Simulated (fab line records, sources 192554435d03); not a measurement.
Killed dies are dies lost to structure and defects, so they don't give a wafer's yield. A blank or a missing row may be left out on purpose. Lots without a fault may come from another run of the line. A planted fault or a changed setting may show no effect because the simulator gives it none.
Chamber matching | flow n5_finfet | N5_BEOL_M2_ETCHBACK_99 on rie_diel-06: 4 sister chambers
The step etches SiO2 in CHF3, target depth 5 nm, time 10.4 s. 4 wafers are shown with their chamber, then 10 later ones without.

WAFERS WITH THEIR CHAMBER
wafer  | chamber | drypump_motor_current_A (A)
L084.4 | 2       | 5.0
L088.5 | 1       | 5.7
L087.2 | 3       | 5.9
L087.3 | 0       | 6.0

WAFERS WITHOUT THEIR CHAMBER
wafer  | drypump_motor_current_A (A)
L087.5 | 6.0
L092.1 | 5.9
L092.2 | 5.7
L092.5 | 6.0
L095.1 | 5.1
L095.2 | 5.9
L095.4 | 6.0
L097.4 | 5.9
L097.5 | 5.9
L097.6 | 5.9

WHICH CHAMBER EACH WENT THROUGH
wafer  | from the rows above | in truth
L087.5 | 0                   | 0
L092.1 | 3                   | 3
L092.2 | 1                   | 1
L092.5 | 0                   | 0
L095.1 | 2                   | 2
L095.2 | 3                   | 3
L095.4 | 0                   | 0
L097.4 | 3                   | 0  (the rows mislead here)
L097.5 | 3                   | 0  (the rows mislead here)
L097.6 | 3                   | 3
Placed correctly: 8 of 10. Can't be placed from these rows: 0. Placed wrongly: 2.
How it was worked out, from the rows above alone: a wafer's distance from a chamber is the root of the sum, over the readings, of the square of ((its reading less the chamber's mean) divided by the reading's scatter). The wafer belongs to the nearest chamber; if the next one is less than 2 further off, it can't be placed. A chamber's mean is the mean of its shown wafers. The scatter: with one shown wafer a chamber, the root of the mean of the squares of how far each hidden wafer lies from its nearest shown one.
